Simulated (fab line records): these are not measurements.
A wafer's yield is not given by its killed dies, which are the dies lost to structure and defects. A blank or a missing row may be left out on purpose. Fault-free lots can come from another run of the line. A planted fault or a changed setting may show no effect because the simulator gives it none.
fab line records | flow n5Finfet
[record] lots = 4 wafers = 12 lastDay = 15
route steps=1938 shown BEOL_M12@1636 BEOL_M13@1659 PASSIVATION@1936
lots with no fault: from the same line, run without faults
startH: hours from the record's opening day to when the first of the lot's shown wafers began | waitH: how many hours have passed since the lot's step before this one | " repeats the value in the row above | L1.1+2: a single row standing in for several wafers | - no value present, or no start provided | * or withheld: withheld | < > ~ a bound
route shown NAME@n: names a module that has steps shown in the file, with the first one's number in the route | usual: mean and standard deviation over wafers with no fault | same: alike in all rows | chamber/n: place in a boat | sites: per-site readings | _std_site: their standard deviation | _edge_site: inner sites' mean taken away from outer sites' mean | radiusMm: for every site, how far away it sits from the centre of the wafer | mask NAME#n: copy n | behind: the tool/chamber that last shaped the wafer | hold: reason for holding the lot/hours on hold/outcome of the hold | device: the n, p or np transistor that did not switch | end of line: the route-end tests of the same wafers | a step with no rows: only its recipe | killed: the dies lost at the first sort to structure and to defects; this is not the yield of the wafer | map: dies across one wafer; x = killed, . = not, _ = none there
set.NAME: the setting as run; set.NAME@STEP: as run at that earlier step | model.NAME: the simulator's own value behind a step, which no gauge read
lots seen at some steps along the route; tables by step, rows by wafer
[[steps]]
[step N5_BEOL_M12_ETCH_67]
[recipe] chemistry = CF4 target = SiARC targetDepthA = 1430 timeS = 238.3 ionEnergyEv = 80 pressureMtorr = 40 sourceW = 545 biasW = 36 Ar_flow_sccm = 100 cf4FlowSccm = 100 ends = cleared
[step N5_BEOL_M12_ETCH_68]
[recipe] chemistry = N2/H2 target = SOC maskMaterial = SiARC sourceW = 3000 biasW = 350 tempC = 40 timeS = 285 ionEnergyEv = 200 pressureMtorr = 30 n2FlowSccm = 200 h2FlowSccm = 200
[step N5_BEOL_M12_STRIP_69]
[recipe] chemistry = N2/H2 tempC = 40 n2FlowSccm = 200 h2FlowSccm = 200 rfFrequencyHz = 6e+07
[step N5_BEOL_M12_TRENCH_ETCH_34]
[recipe] chemistry = C4F8/O2/Ar target = SiOC targetDepthA = 3189.5 maskMaterial = SOC pressureMtorr = 30 sourceW = 3000 biasW = 700 Ar_flow_sccm = 400 C4F8_flow_sccm = 15 O2_flow_sccm = 8 heInnerTorr = 15 heOuterTorr = 30 timeS = 125.5 ionEnergyEv = 250
[step N5_BEOL_M12_STRIP_70]
[recipe] chemistry = C4F8/O2/Ar resist = SiARC rfFrequencyHz = 6e+07
[step N5_BEOL_M12_STRIP_37]
[recipe] chemistry = N2/H2 powerW = 1000 tempC = 250 h2Frac = 0.65 overashFraction = 0.3 pressureMtorr = withheld n2FlowSccm = 1750 h2FlowSccm = 3250
[step N5_BEOL_M12_ETCH_38]
[recipe] chemistry = CF4/N2 target = SiCN targetDepthA = 687 taperDeg = 2 timeS = 73.4 ionEnergyEv = 150 maskMaterial = SiO2 pressureMtorr = 40 sourceW = 430 biasW = 70 Ar_flow_sccm = 100 cf4FlowSccm = 60 n2FlowSccm = 60
[step N5_BEOL_M12_PRECLEAN_39]
[recipe] chemistry = residueRemover timeS = 60 tempC = 40
[step N5_BEOL_M12_SRD_40]
[recipe] timeS = 30 tempC = 23 rinseLiquid = diw dry = n2Spin spinRpm = 1500 dryTimeS = 30
[step N5_BEOL_M12_DEGAS_41]
[recipe] ambient = vacuum tempC = 250 timeS = 60
[step N5_BEOL_M12_PRE_CLEAN_42]
[recipe] gas = H2/He timeS = 30 tempC = 250
[step N5_BEOL_M12_SPUTTER_43]
[recipe] material = TaN targetThkA = 150 tempC = 50 biasV = 168.6 powerW = 15000 chamberPressurePa = 0.12 timeS = 24.19
[usual] biasV = 168.5/1.4 throttleValvePct = 30.3/1.2
// columns lot.wafer tool chamber startH waitH biasV throttleValvePct
L876.2 pvdSputter-02 - 262.27 0.0 169.0 30.8
L876.3 " - " " 170.5 28.5
L876.6 " - " " 168.1 30.6
L879.4 pvdSputter-02 - 282.81 0.0 167.2 30.4
L879.5 " - " " 168.8 30.3
L879.6 " - " " 166.8 28.4
L881.1 pvdSputter-02 - 297.80 0.0 167.4 28.2
L881.3 " - " " 167.9 30.4
L881.4 " - " " 170.9 30.5
L888.4 pvdSputter-03 - 331.15 0.0 166.6 29.0
L888.5 " - " " 169.7 30.0
L888.6 " - " " 167.1 32.6
[step N5_BEOL_M12_SPUTTER_44]
[recipe] material = Ta targetThkA = 100 tempC = 50 biasV = 80 powerW = 15000 chamberPressurePa = 0.07 timeS = 16.13
[step N5_BEOL_M12_SPUTTER_45]
[recipe] material = Cu targetThkA = 800 tempC = -20 biasV = 60 powerW = 26000 chamberPressurePa = 0.13 timeS = 13.33
[step N5_BEOL_M12_ECD_47]
[recipe] material = Cu targetThkA = 7200
[step N5_BEOL_M12_ANNEAL_48]
[recipe] tempC = 225 timeS = 90 ambient = N2
[step N5_BEOL_M12_CMP_49]
[recipe] stopOn = SiOC tOverpolishS = 20.6 downForcePsi = 1 platenRpm = 50 clearingPlatenDownForcePsi = 1.5 clearingPlatenRpm = 50 postCmpClean = cuAlkaline targetThkNm = 320 clearingPlatenPadVelocityMS = 0.99484 padVelocityMS = 0.99484
[step N5_BEOL_M12_PRE_CLEAN_52]
[recipe] gas = NH3 timeS = 15 tempC = withheld rfPowerW = 300
[step N5_BEOL_M12_DEP_53]
[recipe] material = SiCN targetThkA = 300 tempC = withheld precursor = 3MS/NH3 pressureTorr = 3 rfW = 675 timeS = 10.5
[step N5_BEOL_M13_ILD_DEP_00]
[recipe] material = SiOC targetThkA = 8379.2 tempC = 350 precursor = DEMS/O2 pressureTorr = 5 rfW = 500 timeS = 166.4
[step N5_BEOL_M13_COAT_58]
[recipe] resist = BARC tempC = 205 timeS = 60 spinRpm = 1500 resistThkNm = 89
[step N5_BEOL_M13_COAT_04]
[recipe] spinRpm = 1625 resistThkNm = 400
[step N5_BEOL_M13_EBR_06]
[recipe] solvent = PGMEA ebrWidthMm = 1.5
[step N5_BEOL_M13_SOFTBAKE_05]
[recipe] tempC = 130 timeS = 60
[step N5_BEOL_M13_EXPOSE_07]
[recipe] maskId = V12 na = 0.93 sourceShape = conventional sigmaOuter = 0.6 polarization = unpolarized attpsmPhaseDeg = 180 doseMj = 24.8
[step N5_BEOL_M13_PEB_08]
[recipe] pebTempC = 130 pebTimeS = 90
[step N5_BEOL_M13_DEVELOP_09]
[recipe] developTimeS = 45 rinseLiquid = diw dry = airSpin devTempC = 21
[step N5_BEOL_M13_HARDBAKE_14]
[recipe] tempC = 130 timeS = 120
[step N5_BEOL_M13_DESCUM_15]
[recipe] chemistry = O2 timeS = 7.9 sourcePowerW = 50 biasPowerW = 20 pressureMtorr = 20 rfFrequencyHz = 2.712e+07 tempC = 40 o2FlowSccm = 225
[step N5_BEOL_M13_ETCH_59]
[recipe] chemistry = N2/H2 target = BARC targetDepthA = 890 overetchA = 267 timeS = 67.9 ionEnergyEv = 200 pressureMtorr = 30 sourceW = 840 biasW = 150 n2FlowSccm = 200 h2FlowSccm = 200
[step N5_BEOL_M13_VIA_ETCH_16]
[recipe] chemistry = C4F8/O2/Ar target = SiOC pressureMtorr = 30 sourceW = 3000 biasW = 700 Ar_flow_sccm = 400 C4F8_flow_sccm = 15 O2_flow_sccm = 8 heInnerTorr = 15 heOuterTorr = 30 targetDepthA = 9217 timeS = withheld ionEnergyEv = 250 ends = cleared
[step N5_BEOL_M13_STRIP_63]
[recipe] chemistry = N2/H2 powerW = 1000 tempC = 250 h2Frac = 0.65 overashFraction = 0.3 pressureMtorr = 1000 n2FlowSccm = 1750 h2FlowSccm = 3250
[step N5_BEOL_M13_STRIP_64]
[recipe] chemistry = N2/H2 powerW = 1000 tempC = 250 h2Frac = 0.65 overashFraction = 0.3 pressureMtorr = withheld n2FlowSccm = 1750 h2FlowSccm = 3250
[step N5_BEOL_M13_STRIP_71]
[recipe] chemistry = postEtchResidueRemover timeS = 60 tempC = 25 removerPh = withheld removerWaterWtPct = withheld removerFluorideWtPct = withheld
[step N5_PASSIVATION_PROBE_49]
[usual] defectLimitedYield = 91.2/1.4 killed_at_M0_to_M3 = 34/9.4 killed_at_M4_up = 13/5.8 killedAtContacts = 13/6.4 killedAtFrontEnd = 41/11 killedAtOther = 3.1/2.3 killedDies = 103/16 killedOnRim = 13/3.4 killedOpen = 69/12 killedShort = 33/7.8 sort_bin_5_function = 5.1/0.91 sort_bin_6_memory = 3.3/0.63 sortNPass = 1077/16 sortYieldPct = 91.2/1.4
[same] grossDies = 1180 killedAtBackSide = 0 sort_bin_4_leakage[%] = 0 sort_bin_8_speed[%] = 0
// columns lot.wafer tool chamber startH waitH defectLimitedYield[%] killed_at_M0_to_M3 killed_at_M4_up killedAtContacts killedAtFrontEnd killedAtOther killedDies killedOnRim killedOpen killedShort sort_bin_5_function[%] sort_bin_6_memory[%] sortNPass sortYieldPct[%]
L879.6 prober-01 - 314.18 0.3 83.4 27 127 1 38 3 196 25 53 28 8.5 4.5 984 83.4
L881.1 prober-01 - 331.16 0.0 82.4 30 136 11 30 1 208 29 43 42 10.6 3.6 972 82.4
// killed by level:class
L879.6 BEOL_M12:unspecified=115 STI_FIN_REVEAL:geometricParticle:open=12 BEOL_M3:geometricParticle:open=10 BEOL_M1:geometricParticle:open=7 STI_FIN_REVEAL:geometricParticle:short=6 DUMMY_GATE:geometricParticle:open=5 BEOL_M4:geometricParticle:open=4 FIN_SAQP:geometricParticle:short=3
L881.1 BEOL_M12:unspecified=121 BEOL_M4:geometricParticle:open=11 BEOL_M0_SAQP:geometricParticle:short=9 MOL_CONTACT_COAG:geometricParticle:open=7 BEOL_M0_SAQP:geometricParticle:open=7 FIN_SAQP:geometricParticle:short=6 GATE_CUT:geometricParticle:short=6 BEOL_M1:geometricParticle:open=4
// map L879.6 (x killed, . not)
_________________............________________
______________.x....x..........._____________
___________..........x............x__________
__________...x.......x.............x_________
________.......xx.x.......x.......x..x_______
_______......x...............x.........______
______.................................._____
_____.........x........xx................____
____.........xx..............x............___
___.........................x..............__
___...xx...........x................x......__
__...x.......................x.............._
__...xx............x..x...x..........x......_
_.....x.............x.x.............x........
_x.......x...................................
_.x.x....x.............x.....................
_..........................................x.
_..................x.x.x...x.............x...
_.....x....x.........x.........x.x........x..
_..................x.....x...................
_.......x.........................x..........
__..x......xx.....x.x..x...................._
__......xxxxxx.x.xx..x.....x................_
___xx.xx.xxxxxxxx...x......................__
___....xxxxxxxxxxx..x......................__
____...xxxxxxxxxxxxx.....x................___
_____..xxxxxxxxxxxx...................x..____
______xxxxxxxxxxxxx...x...............x._____
_______xxxxxxxxxxxx..x.................______
________xxxxxxxxxxxx.x...............x_______
__________xxxxxxxxxx................_________
___________xxxxxxxxx.............x.__________
______________x.x....x.x........_____________
_________________.x..........________________
// map L881.1 (x killed, . not)
_________________............________________
______________.x.x..x.........x._____________
___________x.................x.....__________
__________..xx......................_________
________.........................x...._______
_______...........x....................______
______...x....................xx........_____
_____....................x............x..____
____.........x..x.....x...x...............___
___.....x....x.............................__
___..........x.......xx..x..........x......__
__...........x.x.x.................x....xx.._
__............x...............x......xx..x.._
_...x.x.....................................x
_............................................
_..................x.........................
_.....x........x...............x.............
_....x...............................x......x
_..............................x......x....x.
_...................x......x......x..........
_...xxx..x....x.................x............
__......x.x..xx.....x.x....................._
__........xxxxxx...x...x......x........xx..._
___...xxxxxxxx.xx......x.............x.....__
___...xxxxxxxxxxx.x.x.....x.......xx.......__
____xxxxxxxxxxxxxx.x...x...........x.x...x___
_____xxxxxxxxxxxxxxx...x.................____
______xxxxxxxxxxxxx.x..x..........x.x..x_____
_______xxxxxxxxxxxx....x....x..........______
________xxxxxxxxxxxxx.........x......._______
__________xxxxxxxxx.x..............._________
___________xxxxxxx.x....x..........__________
______________xx.x.............._____________
_________________...x........________________
[[key]]
[firstSign] step = N5_PASSIVATION_PROBE_49 reading = killed_at_M4_up direction = up sigmas = 20 usual = 13 struck = 132
[effect] step = N5_PASSIVATION_PROBE_49 reading = defectLimitedYield direction = down sigmas = 6.1 usual = 91.2 struck = 82.9
[moreKillsBornAt] N5_BEOL_M12_SPUTTER_43@pvdSputter-02 = 236
metAt N5_BEOL_M12_SPUTTER_43
struckWafers L879.6,L881.1
onsetBetween 262.27 282.81
[fault] kind = chamberParticleSource tool = pvdSputter-02 chamber = - onsetH = 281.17 steps = N5_BEOL_M12_SPUTTER_43 ratePerVisitCm2 = 1.4682 endH = 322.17 scope = struckWafersOnly
